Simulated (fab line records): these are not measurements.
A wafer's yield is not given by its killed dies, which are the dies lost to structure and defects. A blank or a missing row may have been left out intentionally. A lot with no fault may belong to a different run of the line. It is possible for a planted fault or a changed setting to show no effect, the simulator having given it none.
A struck lot beside a sound one -- flow n5-finfet -- 35 out of 1938 route steps
Sound: these wafers, L815.3, L815.5, L815.6. Struck: wafer L818.1 (L818.2, L818.5, from the same lot, were not struck and are left out); the cause is given at the end.
For every step that has rows: the tool of each side, followed by ch and its chambers, followed by its first start. Under that, the readings that differ: sound wafers -- struck wafers -- difference of the means -- sigmas: that difference in standard deviations of wafers without a fault.
alike: words and numbers the same on both sides, and readings whose means are apart by under 2 such deviations; not compared: readings that were withheld, readings missing a value for some wafer, numbers with overlapping values and no deviation given by the record, and bounds like >300 which may hide the same value.
Wherever a step has rows on one side only, a row that says differs or no value, or a row with sigmas, the two part there. When numbers do not overlap yet have no deviation, they are printed without sigmas and do not part them. Lack of a reading on every wafer of one side parts them only where that side has two or more wafers.

first, 9 steps without rows for these wafers: N5_MOL_CONTACT_COAG_DEVELOP_39 (develop time 30 s); N5_MOL_CONTACT_COAG_DESCUM_45 (chemistry O2, time 7 s); N5_MOL_CONTACT_COAG_ETCH_65 (etches underlayer in N2/H2, target depth 13 nm, time 10.4 s); N5_MOL_CONTACT_COAG_ETCH_66 (etches SiARC in CF4, target depth 13 nm, time 21.7 s); N5_MOL_CONTACT_COAG_ALD_133 (deposits SiO2, target thk 5 nm, pulse time 1 s, co reactant pulse time 1 s); N5_MOL_CONTACT_COAG_ETCHBACK_134 (etches SiO2 in CHF3, target depth 10 nm, time 6.7 s); N5_MOL_CONTACT_COAG_ETCH_67 (etches SOC in N2/H2, target depth 60 nm, overetch 21 nm, time 101.2 s); N5_MOL_CONTACT_COAG_STRIP_68 (strips in N2/H2); N5_MOL_CONTACT_COAG_STRIP_69 (strips in N2/H2).
N5_MOL_CONTACT_COAG_ETCHBACK_136: etches SiO2 in CHF3, target depth 25 nm, time 16.7 s.
  sound on rie-diel-01 ch 1,3, day 8 02:10; struck on rie-diel-03 ch 2, day 8 20:46
reading,sound,struck,difference,sigmas
showerhead-plenum-p-Torr (Torr),2.43 2.39 2.43,2.19,-0.23,-3
  alike: bias-w, chamber-pressure-mTorr, drypump-motor-current-A, oes_ar_750_au, oes-product-au, rf-vpp-V, throttle-valve-pct
  not compared: rf-hours-counter-h
then, 24 steps without rows for these wafers: N5_MOL_CONTACT_COAG_STRIP_120 (strips in CHF3); N5_MOL_CONTACT_COAG_VIA_ETCH_117 (etches SiO2 in C4F6/O2, target depth 40 nm, overetch 8 nm, time 26 s); N5_MOL_CONTACT_COAG_ETCH_124 (etches SiNx in CH3F/O2, stops on SiOC, target depth 6.5 nm); N5_MOL_CONTACT_COAG_ETCH_48 (etches SiOC in C4F6/O2, target depth 15 nm, overetch 4.5 nm, time 17 s); N5_MOL_CONTACT_COAG_STRIP_72 (strips in N2/H2); N5_MOL_CONTACT_COAG_STRIP_49 (strips in N2/H2, time 30 s); N5_MOL_CONTACT_COAG_PRECLEAN_138 (cleans in alkaline clean, time 60 s); N5_MOL_CONTACT_COAG_SRD_139 (time 30 s); N5_MOL_CONTACT_COAG_PRE_CLEAN_121; N5_MOL_CONTACT_COAG_CVD_140 (deposits W, target thk 66.5 nm, time 215 s); N5_MOL_CONTACT_COAG_PRECLEAN_127 (cleans in DIW, time 57.5 s); N5_MOL_CONTACT_COAG_SRD_128 (dry time 32 s); N5_MOL_CONTACT_COAG_CMP_52 (polishes, stops on SiO2, t overpolish 1.5 s, target thk 66.5 nm); N5_MOL_CONTACT_COAG_ANNEAL_112 (time 1800 s); N5_BEOL_M0_SAQP_PECVD_00 (deposits SiCN from 3MS/NH3, target thk 8 nm, time 14 s); N5_BEOL_M0_SAQP_ILD_DEP_01 (deposits SiOC from DEMS/O2, target thk 45.419 nm, time 8.7 s); N5_BEOL_M0_SAQP_HM_DEP_02 (deposits TiN, target thk 12 nm); N5_BEOL_M0_SAQP_PECVD_03 (deposits SiCN from 3MS/NH3, target thk 12 nm, time 21.1 s); N5_BEOL_M0_SAQP_PECVD_96 (deposits a-Si from SiH4/He, target thk 45 nm, time 45.2 s); N5_BEOL_M0_SAQP_PECVD_97 (deposits SiNx from SiH4/NH3/N2, target thk 23 nm, time 19.9 s); N5_BEOL_M0_SAQP_PECVD_04 (deposits a-Si from SiH4/He, target thk 60 nm, time 60.2 s); N5_BEOL_M0_SAQP_HM_DEP_111 (deposits SiO2 from SiH4/N2O, target thk 12 nm, time 7.2 s); N5_BEOL_M0_SAQP_COAT_81 (time 60 s, resist thk 100 nm); N5_BEOL_M0_SAQP_COAT_82 (time 60 s, resist thk 30 nm).
-- a jump in the record: the struck wafers' starts before and after are 7 days apart (it breaks off in module BEOL_M0_SAQP and resumes in module PASSIVATION, where the first step shown is number 1936 of the route) --
N5_PASSIVATION_PROBE_49:
  sound on prober-01 at day 15 09:47; struck on prober-01 at day 15 20:08
reading,sound,struck,difference,sigmas
defect-limited-yield (%),92.7 91.7 90.7,87.3,-4.4,-3
killed_at_M0_to_M3,45 49 47,17,-30,-2
killed-at-contacts,5 15 12,87,+76,+14
killed-dies,86 98 110,150,+52,+3
killed-on-rim,12 11 16,28,+15,+4
killed-short,31 38 49,23,-16,-2
sort_bin_5_function (%),4.7 4.8 4.7,8.3,+3.6,+4
sort-n-pass,1094 1082 1070,1030,-52,-3
sort-yield-pct (%),92.7 91.7 90.7,87.3,-4.4,-3
  alike: killed_at_M4_up, killed-at-front-end, killed-at-other, killed-open, sort_bin_4_leakage, sort_bin_6_memory

WHERE THEY PART
Earliest at N5_MOL_CONTACT_COAG_ETCHBACK_136; latest, in this record, at N5_PASSIVATION_PROBE_49.

WHY: whatever the simulator had introduced
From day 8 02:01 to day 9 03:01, rie-diel-03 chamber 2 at N5_MOL_CONTACT_COAG_ETCHBACK_136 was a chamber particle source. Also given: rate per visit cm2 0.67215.
